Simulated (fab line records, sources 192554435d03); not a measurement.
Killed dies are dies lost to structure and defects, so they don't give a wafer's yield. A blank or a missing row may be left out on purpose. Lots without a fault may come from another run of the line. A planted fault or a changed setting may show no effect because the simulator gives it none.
fab line records | flow n5_finfet | part 2 of 2: steps 5 to 6 of 6
record lots=23 wafers=69 last_day=17
route steps=1938 shown FIN_SAQP@98
lots that met no fault: from a run of the same line without faults
start_h: hours from the record's first day to the start of the lot's first wafer shown | wait_h: hours since the lot's step before | " the same as in the row above | L1.1+2: a row that stands for several wafers | - no value, or no start given | * or withheld: withheld | < > ~ a bound
route shown NAME@n: a module of which the file shows steps, and the number in the route of the first | usual: mean/standard deviation of fault-free wafers | same: alike in all rows | chamber/n: place in a boat | sites: the reading at each site | _std_site: their standard deviation | _edge_site: outer sites' mean less inner sites' | radius_mm: how far each site lies from the wafer's centre | mask NAME#n: copy n | behind: the tool/chamber that last shaped the wafer | hold: why the lot was held/for how many hours/how that ended | device: the transistor (n, p or np) that didn't switch | end of line: the same wafers' tests at the end of the route | a step without rows: its recipe alone | killed: dies lost to structure and defects at the first sort, not the wafer's yield | map: a wafer's dies, x killed, . not, _ none there
set.NAME: the setting as run; set.NAME@STEP: as run at that earlier step | model.NAME: the simulator's own value behind a step, which no gauge read
steps of the route over a sample of lots; a table a step, a row a wafer
services: from which hour (start_h, from the record's first day; less than 0 if before it) a tool's chamber was out of use, for how many hours, and why
## steps
# step N5_FIN_SAQP_CD_MEAS_31
# recipe target_cd_nm=8 landing_energy_ev=1000 detector=se_inlens polarity=line
# usual cd_nm=8.04/0.2
# columns lot.wafer tool chamber start_h wait_h cd_nm
L074.3 cd_sem-01 0 26.35 0.1 7.95
L074.5 " 0 " " 7.99
L074.6 " 0 " " 7.65
L075.3 cd_sem-03 0 31.41 0.1 8.02
L075.4 " 0 " " 7.67
L075.6 " 0 " " 7.94
L076.3 cd_sem-03 0 38.02 0.1 7.79
L076.4 " 0 " " 8.01
L076.6 " 0 " " 8.04
L077.2 cd_sem-01 0 44.12 0.1 7.87
L077.5 " 0 " " 8.18
L077.6 " 0 " " 8.16
L078.1 cd_sem-02 0 49.49 0.1 8.18
L078.3 " 0 " " 7.92
L078.6 " 0 " " 8.12
L079.1 cd_sem-03 0 55.96 0.1 8.11
L079.3 " 0 " " 8.06
L079.5 " 0 " " 8.15
L080.1 cd_sem-01 0 62.58 0.1 8.25
L080.2 " 0 " " 8.06
L080.4 " 0 " " 8.30
L081.2 cd_sem-01 0 69.91 0.1 7.99
L081.5 " 0 " " 8.23
L081.6 " 0 " " 7.71
L082.1 cd_sem-01 0 73.98 0.1 8.13
L082.2 " 0 " " 7.62
L082.3 " 0 " " 8.00
L083.3 cd_sem-02 0 79.92 0.1 7.80
L083.4 " 0 " " 8.06
L083.5 " 0 " " 8.00
L084.3 cd_sem-01 0 86.09 0.1 7.67
L084.4 " 0 " " 8.19
L084.6 " 0 " " 7.93
L085.2 cd_sem-03 0 92.65 0.1 8.13
L085.4 " 0 " " 8.20
L085.5 " 0 " " 8.04
L086.2 cd_sem-03 0 100.11 0.1 8.26
L086.3 " 0 " " 7.92
L086.5 " 0 " " 8.01
L088.1 cd_sem-02 0 109.04 0.1 7.71
L088.3 " 0 " " 8.54
L088.5 " 0 " " 8.29
L089.1 cd_sem-03 0 115.45 0.1 8.18
L089.5 " 0 " " 8.43
L089.6 " 0 " " 8.09
L090.2 cd_sem-02 0 121.61 0.1 7.97
L090.5 " 0 " " 7.86
L090.6 " 0 " " 8.32
L091.1 cd_sem-03 0 127.87 0.1 8.11
L091.2 " 0 " " 7.96
L091.6 " 0 " " 7.65
L092.1 cd_sem-03 0 135.69 0.1 8.22
L092.3 " 0 " " 8.25
L092.4 " 0 " " 8.11
L093.2 cd_sem-01 0 141.07 0.1 8.07
L093.4 " 0 " " 7.69
L093.5 " 0 " " 8.10
L094.1 cd_sem-01 0 147.07 0.1 7.89
L094.2 " 0 " " 7.80
L094.3 " 0 " " 7.93
L095.2 cd_sem-01 0 151.88 0.1 7.96
L095.3 " 0 " " 8.31
L095.5 " 0 " " 7.97
L096.2 cd_sem-01 0 159.34 0.1 7.61
L096.4 " 0 " " 8.04
L096.5 " 0 " " 8.32
L097.1 cd_sem-02 0 163.91 0.1 8.14
L097.3 " 0 " " 8.09
L097.5 " 0 " " 8.25
# step N5_FIN_SAQP_ETCH_34
# recipe chemistry=C4F6/O2 target=SiO2 target_depth_a=450 time_s=15 ion_energy_ev=250 pressure_mtorr=30 source_w=345 bias_w=185 Ar_flow_sccm=300 C4F6_flow_sccm=10 O2_flow_sccm=10 ends=cleared
# usual O2_flow_sccm=9.998/0.028 drypump_motor_current_A=5.8/0.48 etch_rf_on_time_s=14.94/0.21 oes_product_au=0.68/0.057 rf_vpp_V=661/14 showerhead_plenum_p_Torr=2.90/0.051 throttle_valve_pct=21.14/0.26
# columns lot.wafer tool chamber start_h wait_h O2_flow_sccm drypump_motor_current_A etch_rf_on_time_s oes_product_au rf_hours_counter_h rf_vpp_V showerhead_plenum_p_Torr throttle_valve_pct
L074.3 rie_diel-02 1 26.46 0.0 10.015 6.3 14.97 0.64 177 659 2.84 20.87
L074.5 " 1 " " 10.007 6.2 14.99 0.64 - 659 2.84 20.84
L074.6 " 0 " " 9.995 6.6 14.73 0.82 - 660 3.01 20.94
L075.3 rie_diel-02 2 31.52 0.0 10.048 5.1 15.15 0.65 143 651 2.88 21.55
L075.4 " 3 " " 10.042 5.9 15.10 0.68 75 632 2.88 21.31
L075.6 " 0 " " 10.065 6.5 14.68 0.81 - 660 3.01 20.94
L076.3 rie_diel-02 0 38.13 0.0 10.022 6.5 14.63 0.81 13 660 3.01 20.95
L076.4 " 1 " " 10.031 6.3 14.84 0.64 181 657 2.84 20.86
L076.6 " 1 " " 9.998 6.3 14.88 0.63 - 658 2.84 20.87
L077.2 rie_diel-02 0 44.40 0.0 10.020 6.6 14.75 0.80 15 659 3.00 20.96
L077.5 " 0 " " 10.010 6.6 14.68 0.80 - 659 3.00 20.95
L077.6 " 1 " " 9.993 6.3 15.15 0.63 - 658 2.84 20.86
L078.1 rie_diel-02 3 49.74 0.0 10.009 5.9 15.11 0.68 80 632 2.88 21.32
L078.3 " 1 " " 10.001 6.3 15.11 0.62 184 659 2.84 20.86
L078.6 " 1 " " 10.048 6.3 15.13 0.62 - 657 2.84 20.86
L079.1 rie_diel-05 0 56.08 0.0 10.000 5.5 14.47 0.72 74 676 2.90 21.36
L079.3 " 2 " " 10.016 4.9 14.84 0.66 144 679 2.95 20.68
L079.5 " 1 " " 9.954 6.2 14.76 0.77 - 682 2.91 21.19
L080.1 rie_diel-05 0 62.78 0.0 10.060 5.5 14.68 0.71 77 675 2.90 21.35
L080.2 " 1 " " 9.980 6.2 14.61 0.76 41 679 2.91 21.21
L080.4 " 3 " " 10.027 5.5 14.79 0.75 50 657 3.00 20.78
L081.2 rie_diel-06 1 70.04 0.0 10.021 5.7 14.91 0.62 166 658 2.94 21.04
L081.5 " 3 " " 9.948 5.7 14.77 0.75 - 674 2.92 21.28
L081.6 " 0 " " 9.948 6.4 15.06 0.63 - 646 2.84 21.39
L082.1 rie_diel-06 1 74.20 0.0 9.999 5.7 14.83 0.62 168 657 2.93 21.04
L082.2 " 0 " " 10.022 6.4 15.18 0.62 162 645 2.84 21.38
L082.3 " 2 " " 10.020 5.5 14.99 0.71 76 645 2.88 20.94
L083.3 rie_diel-06 2 80.04 0.0 9.988 5.5 15.22 0.70 79 645 2.88 20.96
L083.4 " 0 " " 10.047 6.4 15.10 0.63 165 644 2.84 21.38
L083.5 " 3 " " 10.012 5.7 14.96 0.74 - 674 2.91 21.28
L084.3 rie_diel-06 0 86.20 0.0 9.956 6.4 15.20 0.62 166 644 2.84 21.37
L084.4 " 2 " " 9.947 5.5 15.15 0.69 80 647 2.88 20.93
L084.6 " 0 " " 9.989 6.4 15.18 0.62 - 645 2.84 21.37
L085.2 rie_diel-02 2 92.76 0.0 9.978 5.1 15.26 0.63 165 650 2.87 21.59
L085.4 " 1 " " 9.984 6.3 15.06 0.61 200 657 2.83 20.90
L085.5 " 3 " " 9.986 5.9 15.18 0.66 - 634 2.87 21.34
L086.2 rie_diel-06 3 100.33 0.0 9.978 5.7 14.98 0.73 60 675 2.91 21.30
L086.3 " 0 " " 10.006 6.4 15.18 0.62 172 644 2.83 21.38
L086.5 " 1 " " 9.980 5.7 14.95 0.61 - 660 2.93 21.05
L088.1 rie_diel-06 1 109.34 0.0 10.058 5.7 14.94 0.61 181 658 2.93 21.04
L088.3 " 2 " " 9.992 5.5 15.20 0.68 88 646 2.88 20.95
L088.5 " 3 " " 10.019 5.7 14.82 0.74 - 675 2.91 21.28
L089.1 rie_diel-06 2 115.57 0.0 9.969 5.5 15.18 0.68 91 645 2.88 20.97
L089.5 " 3 " " 10.015 5.7 14.93 0.72 - 674 2.91 21.31
L089.6 " 2 " " 9.980 5.5 15.18 0.69 - 646 2.88 20.97
L090.2 rie_diel-05 1 121.73 0.0 10.006 6.2 14.90 0.73 61 680 2.90 21.23
L090.5 " 0 " " 9.999 5.5 14.63 0.69 - 674 2.89 21.39
L090.6 " 3 " " 9.990 5.5 15.17 0.72 - 656 2.99 20.78
L091.1 rie_diel-05 1 127.99 0.0 9.974 6.2 14.79 0.73 63 681 2.90 21.24
L091.2 " 3 " " 10.023 5.5 14.95 0.72 71 656 2.99 20.80
L091.6 " 3 " " 10.012 5.5 14.99 0.72 - 656 2.99 20.80
L092.1 rie_diel-05 1 135.81 0.0 9.972 6.2 14.87 0.73 65 680 2.90 21.25
L092.3 " 3 " " 9.957 5.4 14.95 0.72 74 657 2.99 20.79
L092.4 " 2 " " 10.040 4.9 14.90 0.64 171 679 2.94 20.70
L093.2 rie_diel-02 1 141.19 0.0 9.981 6.2 15.11 0.61 215 658 2.82 20.90
L093.4 " 0 " " 10.012 6.6 14.91 0.75 45 659 2.99 20.99
L093.5 " 3 " " 9.968 5.9 14.84 0.67 - 632 2.86 21.37
L094.1 rie_diel-06 0 147.20 0.0 9.985 6.4 15.30 0.61 187 645 2.83 21.41
L094.2 " 1 " " 9.975 5.7 14.97 0.61 193 660 2.92 21.04
L094.3 " 2 " " 10.013 5.5 15.16 0.67 103 647 2.87 20.98
L095.2 rie_diel-05 1 151.99 0.0 10.014 6.2 14.79 0.73 71 680 2.90 21.26
L095.3 " 0 " " 10.024 5.5 14.40 0.68 107 675 2.88 21.41
L095.5 " 0 " " 9.998 5.5 14.38 0.69 - 675 2.88 21.41
L096.2 rie_diel-06 1 159.45 0.0 10.016 5.7 14.97 0.60 199 660 2.92 21.08
L096.4 " 0 " " 10.013 6.4 15.11 0.60 193 645 2.82 21.41
L096.5 " 0 " " 10.058 6.4 15.15 0.60 - 647 2.82 21.41
L097.1 rie_diel-05 0 164.05 0.0 9.997 5.5 14.60 0.67 111 675 2.88 21.42
L097.3 " 3 " " 9.990 5.5 15.29 0.70 84 656 2.98 20.81
L097.5 " 0 " " 10.002 5.5 14.68 0.68 - 676 2.88 21.39
## services
# columns tool chamber start_h hours kind
rie_diel-05 0 8.74 9.8 repair
rie_diel-06 - 9.25 0.5 repair
rie_si-02 2 24.01 - clean
rie_si-02 2 24.01 - consumable_replace:focus_ring
rie_si-02 2 24.01 17.2 scheduled_down
rie_si-02 2 24.01 17.2 vent_cycle
pecvd-01 - 33.19 1.0 repair
pecvd-03 0 37.29 2.1 scheduled_down
rie_si-01 0 38.30 12.5 repair
rie_diel-02 - 41.23 0.6 repair
rie_si-04 - 43.21 0.7 repair
rie_si-02 0 53.61 35.2 repair
rie_diel-02 0 64.99 3.1 repair
rie_si-01 2 72.24 3.2 repair
pecvd-01 1 87.10 7.3 repair
rie_si-04 - 90.30 0.1 repair
rie_diel-06 3 91.74 2.4 repair
pecvd-03 1 99.02 4.0 repair
rie_si-02 - 109.18 0.2 repair
pecvd-01 0 135.19 14.8 repair
rie_si-04 2 144.64 1.1 repair
rie_si-01 - 153.26 2.8 pm
rie_diel-02 - 156.72 16.8 repair
rie_diel-06 1 161.09 4.9 repair
